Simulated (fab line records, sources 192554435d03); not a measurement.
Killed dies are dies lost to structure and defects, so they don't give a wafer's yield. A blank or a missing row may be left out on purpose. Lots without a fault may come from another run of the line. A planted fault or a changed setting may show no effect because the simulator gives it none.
fab line records | flow n5_finfet
record lots=7 wafers=19 last_day=18
route steps=1938 shown WELL_APT@28 BEOL_M4@1111 PASSIVATION@1936
lots that met no fault: from a run of the same line without faults
start_h: hours from the record's first day to the start of the lot's first wafer shown | wait_h: hours since the lot's step before | " the same as in the row above | L1.1+2: a row that stands for several wafers | - no value, or no start given | * or withheld: withheld | < > ~ a bound
route shown NAME@n: a module of which the file shows steps, and the number in the route of the first | usual: mean/standard deviation of fault-free wafers | same: alike in all rows | chamber/n: place in a boat | sites: the reading at each site | _std_site: their standard deviation | _edge_site: outer sites' mean less inner sites' | radius_mm: how far each site lies from the wafer's centre | mask NAME#n: copy n | behind: the tool/chamber that last shaped the wafer | hold: why the lot was held/for how many hours/how that ended | device: the transistor (n, p or np) that didn't switch | end of line: the same wafers' tests at the end of the route | a step without rows: its recipe alone | killed: dies lost to structure and defects at the first sort, not the wafer's yield | map: a wafer's dies, x killed, . not, _ none there
set.NAME: the setting as run; set.NAME@STEP: as run at that earlier step | model.NAME: the simulator's own value behind a step, which no gauge read
lots at some steps of the route; a table a step, a row a wafer
services: from which hour (start_h, from the record's first day; less than 0 if before it) a tool's chamber was out of use, for how many hours, and why
## steps
# step N5_WELL_APT_CD_MEAS_08
# recipe target_cd_nm=200 landing_energy_ev=500 detector=se_inlens
# usual cd_nm=199.5/1.8
# columns lot.wafer tool chamber start_h wait_h cd_nm
L837.1 cd_sem-02 0 19.60 - 198.2
L837.3 " 0 " " 199.3
L837.6 " 0 " " 198.5
L840.3 cd_sem-01 0 37.68 - 198.6
L840.4 " 0 " " 200.5
L840.5 " 0 " " 196.0
L844.1 cd_sem-02 0 61.87 - 200.6
L844.2 " 0 " " 196.0
L848.1 cd_sem-02 0 85.56 - 199.1
L848.3 " 0 " " 201.9
L848.4 " 0 " " 202.3
L849.1 cd_sem-03 0 91.56 - 196.7
L849.2 " 0 " " 201.3
L854.2 cd_sem-02 0 121.72 - 200.2
L854.4 " 0 " " 199.9
L854.6 " 0 " " 200.8
L856.3 cd_sem-01 0 133.56 - 199.7
L856.4 " 0 " " 203.0
L856.6 " 0 " " 200.1
# step N5_WELL_APT_OVL_MEAS_09
# recipe points_per_wafer=44
# usual NWELL_OVL=0/5.8
# columns lot.wafer tool chamber start_h wait_h NWELL_OVL[nm]
L837.1 overlay-02 0 19.63 0.0 -2
L837.3 " 0 " " 0
L837.6 " 0 " " 4
L840.3 overlay-01 0 37.71 0.0 4
L840.4 " 0 " " 2
L840.5 " 0 " " 6
L844.1 overlay-02 0 61.90 0.0 -2
L844.2 " 0 " " -3
L848.1 overlay-01 0 85.59 0.0 -11
L848.3 " 0 " " -6
L848.4 " 0 " " -8
L849.1 overlay-02 0 91.59 0.0 -2
L849.2 " 0 " " -3
L854.2 overlay-01 0 121.75 0.0 -12
L854.4 " 0 " " -8
L854.6 " 0 " " -10
L856.3 overlay-02 0 133.59 0.0 -2
L856.4 " 0 " " 1
L856.6 " 0 " " -3
# step N5_WELL_APT_INSPECT_10
# recipe mode=adi inspect_instrument=macro
# usual raw_defect_count=1.9/1.3
# columns lot.wafer tool chamber start_h wait_h raw_defect_count
L837.1 defect_inspect-01 - 19.65 0.0 1
L837.3 " - " " 1
L837.6 " - " " 1
L840.3 defect_inspect-02 - 37.74 0.0 3
L840.4 " - " " 3
L840.5 " - " " 4
L844.1 defect_inspect-02 - 61.92 0.0 1
L844.2 " - " " 1
L848.1 defect_inspect-01 - 85.61 0.0 2
L848.3 " - " " 1
L848.4 " - " " 1
L849.1 defect_inspect-01 - 91.61 0.0 1
L849.2 " - " " 2
L854.2 defect_inspect-01 - 121.78 0.0 1
L854.4 " - " " 3
L854.6 " - " " 3
L856.3 defect_inspect-01 - 133.61 0.0 1
L856.4 " - " " 0
L856.6 " - " " 2
# step N5_WELL_APT_DESCUM_13
# recipe chemistry=O2 time_s=7.9 source_power_w=50 bias_power_w=20 pressure_mtorr=20 rf_frequency_hz=2.712e+07 temp_c=40 o2_flow_sccm=225
# usual drypump_motor_current_A=5.8/0.41 oes_product_au=0.76/0.056 rf_vpp_V=243.2/1.4 showerhead_plenum_p_Torr=2.10/0.088 throttle_valve_pct=20.49/0.25
# columns lot.wafer tool chamber start_h wait_h drypump_motor_current_A oes_product_au rf_hours_counter_h rf_vpp_V showerhead_plenum_p_Torr throttle_valve_pct
L837.1 rie_diel-02 0 19.74 0.1 5.8 0.74 184 242.6 2.00 20.36
L837.3 " 3 " " 4.9 0.77 158 244.2 2.07 20.24
L837.6 " 2 " " 6.4 0.94 - 245.2 2.25 20.37
L840.3 rie_diel-05 3 38.20 0.5 6.1 0.79 124 242.8 2.09 20.37
L840.4 " 0 " " 5.6 0.73 159 243.4 2.10 20.84
L840.5 " 0 " " 5.6 0.73 - 242.0 2.10 20.84
L844.1 rie_diel-04 1 61.95 0.0 5.3 0.74 174 244.4 2.20 20.87
L844.2 " 2 " " 6.0 0.77 148 242.4 2.00 20.24
L848.1 rie_diel-05 0 85.65 0.0 5.6 0.72 174 242.8 2.09 20.85
L848.3 " 1 " " 6.5 0.69 201 240.3 1.97 20.50
L848.4 " 3 " " 6.1 0.77 133 242.7 2.09 20.39
L849.1 rie_diel-04 1 91.93 0.3 5.3 0.74 184 242.2 2.19 20.88
L849.2 " 3 " " 5.7 0.73 180 243.5 2.18 20.78
L854.2 rie_diel-02 0 121.87 0.1 5.8 0.70 224 243.3 1.99 20.41
L854.4 " 2 " " 6.4 0.85 49 246.5 2.24 20.43
L854.6 " 0 " " 5.8 0.71 - 241.3 1.99 20.39
L856.3 rie_diel-04 1 133.64 0.0 5.3 0.73 199 243.7 2.19 20.89
L856.4 " 3 " " 5.7 0.72 197 244.8 2.17 20.80
L856.6 " 2 " " 6.1 0.76 - 241.3 1.99 20.29
# step N5_WELL_APT_IMPLANT_14
# recipe species=P energy_kev=160 dose_cm2=1.5e+13 tilt_deg=0 rotation_deg=0
# step N5_WELL_APT_IMPLANT_15
# recipe species=As energy_kev=25 dose_cm2=1.5e+13 tilt_deg=0 rotation_deg=0
# step N5_WELL_APT_STRIP_16
# recipe chemistry=SPM time_s=900 temp_c=130 h2so4_h2o2_vol_ratio=4 dry=ipa_marangoni
# step N5_WELL_APT_HMDS_18
# recipe time_s=60 temp_c=120
# step N5_WELL_APT_COAT_19
# recipe spin_rpm=1357 resist_thk_nm=950
# step N5_WELL_APT_EBR_21
# recipe solvent=PGMEA ebr_width_mm=1.5
# step N5_WELL_APT_SOFTBAKE_20
# recipe temp_c=130 time_s=60
# step N5_WELL_APT_EXPOSE_22
# recipe mask_id=PWELL na=0.8 source_shape=conventional sigma_outer=0.8 polarization=unpolarized defocus_nm=0 target_cd_nm=200 dose_mj=23.2
# step N5_WELL_APT_PEB_23
# recipe peb_temp_c=130 peb_time_s=90
# usual heater_power_total_W=172.5/0.75 plate_temp_C=130.03/0.13
# columns lot.wafer tool chamber start_h wait_h heater_power_total_W plate_temp_C
L837.1 litho_track-03 0 20.66 0.1 172.4 130.01
L837.3 " 0 " " 171.2 130.02
L837.6 " 0 " " 172.6 130.24
L840.3 litho_track-05 0 39.25 0.0 171.9 129.86
L840.4 " 0 " " 171.2 129.83
L840.5 " 0 " " 172.8 129.89
L844.1 litho_track-03 0 63.00 0.1 172.3 129.71
L844.2 " 0 " " 172.8 129.75
L848.1 litho_track-03 0 86.57 0.1 172.7 129.70
L848.3 " 0 " " 172.4 129.97
L848.4 " 0 " " 172.9 129.90
L849.1 litho_track-03 0 92.97 0.1 172.7 130.07
L849.2 " 0 " " 171.2 130.10
L854.2 litho_track-04 0 122.92 0.0 172.3 130.18
L854.4 " 0 " " 173.0 130.20
L854.6 " 0 " " 172.9 130.00
L856.3 litho_track-05 0 134.71 0.0 172.3 129.92
L856.4 " 0 " " 173.9 129.90
L856.6 " 0 " " 173.0 130.01
# step N5_WELL_APT_DEVELOP_24
# recipe develop_time_s=45 rinse_liquid=surfactant_rinse dry=air_spin dev_temp_c=21
# step N5_WELL_APT_HARDBAKE_29
# recipe temp_c=130 time_s=120
# step N5_WELL_APT_CD_MEAS_25
# recipe target_cd_nm=200 landing_energy_ev=500 detector=se_inlens
# usual cd_nm=200.8/1.9
# columns lot.wafer tool chamber start_h wait_h cd_nm
L837.1 cd_sem-03 0 20.77 - 201.7
L837.3 " 0 " " 201.3
L837.6 " 0 " " 202.4
L840.3 cd_sem-01 0 39.37 - 199.9
L840.4 " 0 " " 200.3
L840.5 " 0 " " 201.8
L844.1 cd_sem-02 0 63.11 - 199.3
L844.2 " 0 " " 208.1
L848.1 cd_sem-03 0 86.68 - 198.3
L848.3 " 0 " " 209.3
L848.4 " 0 " " 201.5
L849.1 cd_sem-01 0 93.09 - 200.2
L849.2 " 0 " " 211.1
L854.2 cd_sem-03 0 123.03 - 201.9
L854.4 " 0 " " 201.3
L854.6 " 0 " " 204.3
L856.3 cd_sem-01 0 134.83 - 203.7
L856.4 " 0 " " 201.4
L856.6 " 0 " " 198.8
# step N5_WELL_APT_OVL_MEAS_26
# recipe points_per_wafer=44
# usual PWELL_OVL=3/5
# columns lot.wafer tool chamber start_h wait_h PWELL_OVL[nm]
L837.1 overlay-02 0 20.80 0.0 6
L837.3 " 0 " " 7
L837.6 " 0 " " 0
L840.3 overlay-02 0 39.40 0.0 -3
L840.4 " 0 " " 4
L840.5 " 0 " " -3
L844.1 overlay-01 0 63.14 0.0 -10
L844.2 " 0 " " 0
L848.1 overlay-02 0 86.71 0.0 11
L848.3 " 0 " " 12
L848.4 " 0 " " 0
L849.1 overlay-01 0 93.12 0.0 5
L849.2 " 0 " " 3
L854.2 overlay-02 0 123.06 0.0 11
L854.4 " 0 " " 12
L854.6 " 0 " " 12
L856.3 overlay-01 0 134.85 0.0 11
L856.4 " 0 " " 7
L856.6 " 0 " " 9
# step N5_WELL_APT_INSPECT_27
# recipe mode=adi inspect_instrument=macro
# usual raw_defect_count=2.0/1.4
# columns lot.wafer tool chamber start_h wait_h raw_defect_count
L837.1 defect_inspect-02 - 20.82 0.0 0
L837.3 " - " " 3
L837.6 " - " " 0
L840.3 defect_inspect-02 - 39.42 0.0 0
L840.4 " - " " 1
L840.5 " - " " 1
L844.1 defect_inspect-01 - 63.17 0.0 3
L844.2 " - " " 3
L848.1 defect_inspect-01 - 86.73 0.0 2
L848.3 " - " " 1
L848.4 " - " " 1
L849.1 defect_inspect-02 - 93.14 0.0 2
L849.2 " - " " 2
L854.2 defect_inspect-02 - 123.09 0.0 1
L854.4 " - " " 1
L854.6 " - " " 2
L856.3 defect_inspect-02 - 134.88 0.0 1
L856.4 " - " " 4
L856.6 " - " " 2
# step N5_WELL_APT_DESCUM_30
# recipe chemistry=O2 time_s=7.9 source_power_w=50 bias_power_w=20 pressure_mtorr=20 rf_frequency_hz=2.712e+07 temp_c=40 o2_flow_sccm=225
# usual drypump_motor_current_A=5.8/0.43 oes_product_au=0.76/0.052 rf_vpp_V=243.3/1.5 showerhead_plenum_p_Torr=2.11/0.089 throttle_valve_pct=20.48/0.24
# columns lot.wafer tool chamber start_h wait_h drypump_motor_current_A oes_product_au rf_hours_counter_h rf_vpp_V showerhead_plenum_p_Torr throttle_valve_pct model.WELL_APT.cd_nm
L837.1 rie_diel-04 1 20.86 0.0 5.3 0.75 159 244.4 2.20 20.85 201.8
L837.3 " 3 " " 5.7 0.74 151 246.1 2.19 20.73 201.6
L837.6 " 3 " " 5.7 0.74 - 244.0 2.19 20.71 202.5
L840.3 rie_diel-05 0 39.45 0.0 5.6 0.73 160 242.9 2.10 20.84 200.1
L840.4 " 1 " " 6.5 0.70 185 242.5 1.98 20.48 200.5
L840.5 " 2 " " 5.5 0.77 - 243.1 2.21 20.40 202.2
L844.1 rie_diel-05 2 63.20 0.0 5.5 0.76 158 245.6 2.20 20.39 199.1
L844.2 " 3 " " 6.1 0.77 126 243.9 2.09 20.39 208.1
L848.1 rie_diel-02 0 86.89 0.2 5.8 0.72 210 241.5 1.99 20.40 198.4
L848.3 " 2 " " 6.4 0.87 36 244.9 2.24 20.41 209.2
L848.4 " 3 " " 4.9 0.74 184 242.9 2.06 20.28 201.5
L849.1 rie_diel-02 0 93.17 0.0 5.8 0.72 212 241.1 1.99 20.40 200.3
L849.2 " 3 " " 4.9 0.73 186 243.5 2.06 20.27 211.1
L854.2 rie_diel-04 1 123.12 0.0 5.3 0.72 196 243.2 2.19 20.90 201.9
L854.4 " 2 " " 6.1 0.75 170 242.3 1.99 20.27 201.3
L854.6 " 3 " " 5.8 0.72 - 244.4 2.17 20.78 204.2
L856.3 rie_diel-04 0 135.09 0.2 5.6 0.81 69 242.8 2.04 20.06 204.4
L856.4 " 3 " " 5.7 0.71 197 245.1 2.17 20.80 201.4
L856.6 " 2 " " 6.1 0.74 - 241.5 1.99 20.28 199
# step N5_WELL_APT_IMPLANT_31
# recipe species=B energy_kev=60 dose_cm2=1.5e+13 tilt_deg=0 rotation_deg=0
# step N5_BEOL_M4_RC_MEAS_101
# usual DIBL_N=36.6/1.9 DIBL_P=36.7/2.2 IOFF_N=0.16/0.035 IOFF_P=0.22/0.038 ION_N=672/14 ION_P=462/8.3 SS_N=71.6/0.65 SS_P=73.5/0.72 VT_N=250/3.5 VT_P=-250/3.1
# columns lot.wafer tool chamber start_h wait_h DIBL_N[mV/V] DIBL_P[mV/V] IOFF_N[nA/um] IOFF_P[nA/um] ION_N[uA/um] ION_P[uA/um] SS_N[mV/dec] SS_P[mV/dec] VT_N[mV] VT_P[mV]
L837.1 prober-02 0 202.49 0.0 36.8 35.4 0.15 0.20 691 476 71.5 72.8 247 -249
L837.3 " 0 " " 38.0 38.1 0.18 0.23 691 477 71.9 72.8 248 -249
L837.6 " 0 " " 37.3 35.9 0.16 0.21 689 472 71.9 72.7 248 -254
L840.3 prober-02 0 208.00 0.3 33.2 32.8 0.11 0.14 642 438 70.5 72.1 260 -257
L840.4 " 0 " " 37.0 37.2 0.17 0.20 656 449 71.0 73.1 250 -254
L840.5 " 0 " " 34.8 35.1 0.12 0.17 637 447 70.9 73.4 259 -257
L844.1 prober-01 0 238.46 0.0 37.5 37.2 0.16 0.23 672 461 71.6 73.0 251 -250
L844.2 " 0 " " 34.7 34.3 0.12 0.17 664 463 71.3 72.4 255 -253
L848.1 prober-01 0 257.52 0.0 36.8 34.5 0.15 0.22 672 464 71.9 73.1 252 -247
L848.3 " 0 " " 35.7 33.8 0.13 0.21 663 464 71.1 72.9 253 -248
L848.4 " 0 " " 37.9 35.3 0.16 0.23 656 454 71.9 73.7 251 -247
L849.1 prober-01 0 271.92 0.0 36.7 36.6 0.16 0.21 663 456 72.2 73.3 249 -252
L849.2 " 0 " " 35.8 35.7 0.15 0.20 681 470 71.4 73.1 248 -252
L854.2 prober-02 0 301.75 0.2 36.4 35.5 0.15 0.19 677 462 71.3 73.3 253 -254
L854.4 " 0 " " 40.1 40.6 0.25 0.28 683 460 72.1 74.9 243 -248
L854.6 " 0 " " 38.5 37.8 0.19 0.21 700 470 72.1 74.3 247 -253
L856.3 prober-01 0 319.41 0.3 37.1 38.1 0.17 0.23 690 473 71.7 74.3 249 -248
L856.4 " 0 " " 38.6 38.7 0.18 0.24 666 459 72.2 74.4 252 -248
L856.6 " 0 " " 37.3 36.9 0.15 0.21 660 452 71.0 74.1 254 -250
# step N5_PASSIVATION_PROBE_49
# usual defect_limited_yield=91.6/1.4 killed_at_M0_to_M3=35/10 killed_at_M4_up=13/4.8 killed_at_contacts=12/7.2 killed_at_front_end=36/12 killed_at_other=4/3.1 killed_dies=100/17 killed_open=66/13 killed_short=32/7.3 sort_bin_5_function=5.0/0.94 sort_bin_6_memory=3.1/0.67 sort_bin_8_speed=0.01/0.047 sort_n_pass=1080/17 sort_yield_pct=91.6/1.4
# same gross_dies=1180 killed_at_back_side=0 sort_bin_4_leakage[%]=0
# columns lot.wafer tool chamber start_h wait_h defect_limited_yield[%] killed_at_M0_to_M3 killed_at_M4_up killed_at_contacts killed_at_front_end killed_at_other killed_dies killed_open killed_short sort_bin_5_function[%] sort_bin_6_memory[%] sort_bin_8_speed[%] sort_n_pass sort_yield_pct[%]
L837.1 prober-02 - 311.73 0.0 90.1 47 24 16 29 1 117 72 45 6.5 3.1 0 1063 90.1
L837.3 prober-02 - 311.83 0.1 90.3 51 12 21 27 3 114 77 33 5.6 3.4 0 1066 90.3
L837.6 prober-02 - 311.98 0.3 90.3 58 18 13 25 0 114 66 41 5.8 3.4 0 1066 90.3
L848.1 prober-02 - 377.05 0.3 91.7 40 5 14 35 4 98 59 39 5.0 3.1 0 1082 91.7
L848.3 prober-02 - 377.15 0.4 91.1 35 17 5 39 9 105 65 40 4.7 3.8 0 1075 91.1
L848.4 prober-02 - 377.20 0.5 88.6 54 11 8 55 6 134 92 41 6.9 4.3 0 1046 88.6
L849.1 prober-01 - 389.01 0.0 90.7 30 16 13 47 4 110 75 34 5.2 3.5 0 1070 90.7
L849.2 prober-01 - 389.06 0.1 91.7 31 11 9 43 4 98 70 28 4.6 3.4 0 1082 91.7
# killed by level:class
L837.1 BEOL_M0_SAQP:geometric_particle:short=14 BEOL_M4:geometric_particle:open=14 MOL_CONTACT_COAG:geometric_particle:open=13 BEOL_M0_SAQP:geometric_particle:open=13 FIN_SAQP:geometric_particle:open=8 FIN_SAQP:geometric_particle:short=6 BEOL_M3:geometric_particle:open=6 BEOL_M1:geometric_particle:short=5
L837.3 BEOL_M0_SAQP:geometric_particle:open=15 MOL_CONTACT_COAG:geometric_particle:open=14 BEOL_M3:geometric_particle:open=12 BEOL_M0_SAQP:geometric_particle:short=11 MOL_CONTACT_COAG:geometric_particle:short=7 BEOL_M1:geometric_particle:open=6 GATE_CUT:geometric_particle:short=5 BEOL_M2:geometric_particle:open=5
L837.6 BEOL_M0_SAQP:geometric_particle:short=17 BEOL_M2:geometric_particle:open=13 BEOL_M0_SAQP:geometric_particle:open=13 MOL_CONTACT_COAG:geometric_particle:open=10 BEOL_M3:geometric_particle:open=5 BEOL_M4:geometric_particle:open=5 BEOL_M8:geometric_particle:open=5 STARTING-WAFER:geometric_particle:short=5
L848.1 MOL_CONTACT_COAG:geometric_particle:open=12 FIN_SAQP:geometric_particle:short=11 BEOL_M3:geometric_particle:open=9 BEOL_M0_SAQP:geometric_particle:open=8 BEOL_M0_SAQP:geometric_particle:short=7 FIN_SAQP:geometric_particle:open=6 BEOL_M3:geometric_particle:short=5 FIN_CUT:geometric_particle:short=3
L848.3 FIN_SAQP:geometric_particle:open=13 BEOL_M4:geometric_particle:open=13 FIN_SAQP:geometric_particle:short=8 BEOL_M2:geometric_particle:open=7 BEOL_M0_SAQP:geometric_particle:short=7 BEOL_M1:geometric_particle:short=6 BEOL_M1:geometric_particle:open=6 MOL_CONTACT_COAG:geometric_particle:open=5
L848.4 BEOL_M0_SAQP:geometric_particle:open=19 FIN_SAQP:geometric_particle:open=16 STI_FIN_REVEAL:geometric_particle:open=15 BEOL_M0_SAQP:geometric_particle:short=11 BEOL_M3:geometric_particle:open=9 FIN_SAQP:geometric_particle:short=7 MOL_CONTACT_COAG:geometric_particle:open=6 BEOL_M2:geometric_particle:open=6
L849.1 MOL_CONTACT_COAG:geometric_particle:open=12 FIN_SAQP:geometric_particle:open=10 BEOL_M1:geometric_particle:open=10 FIN_SAQP:geometric_particle:short=6 STI_FIN_REVEAL:geometric_particle:open=6 STARTING-WAFER:geometric_particle:short=6 BEOL_M0_SAQP:geometric_particle:open=6 DUMMY_GATE:geometric_particle:open=5
L849.2 BEOL_M1:geometric_particle:open=11 STI_FIN_REVEAL:geometric_particle:open=9 FIN_SAQP:geometric_particle:short=6 FIN_SAQP:geometric_particle:open=6 BEOL_M2:geometric_particle:open=6 STARTING-WAFER:geometric_particle:open=6 MOL_CONTACT_COAG:geometric_particle:open=5 BEOL_M3:geometric_particle:open=5
## services
# columns tool chamber start_h hours kind
rie_diel-02 0 -1.93 9.3 repair
rie_diel-05 2 15.87 9.6 repair
rie_diel-02 - 25.16 2.9 repair
rie_diel-02 - 30.50 0.2 repair
rie_diel-02 1 38.04 19.6 repair
litho_track-03 - 46.78 - consumable_replace:filter
rie_diel-05 3 48.03 14.3 repair
rie_diel-02 1 58.16 9.7 repair
rie_diel-05 - 70.86 2.8 pm
litho_track-05 - 81.07 - consumable_replace:filter
rie_diel-05 - 117.75 0.6 repair
rie_diel-05 - 126.84 0.3 repair
## key
first_sign step=N5_WELL_APT_CD_MEAS_25 reading=cd_nm direction=up sigmas=4.7 usual=200.8 struck=209.5
effect none on later readings
model_effect step=N5_WELL_APT_DESCUM_30 value=WELL_APT.cd_nm without=199.8 struck=209.4
met_at N5_WELL_APT_PEB_23
struck_wafers L844.2,L848.3,L849.2
onset_between 20.66 63.00
fault kind=process_parameter_drift tool=litho_track-03 chamber=- onset_h=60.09 steps=N5_WELL_APT_PEB_23 channel=peb_time_s offset=* shape=step end_h=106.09 scope=struck_wafers_only acts_in=* stated=*
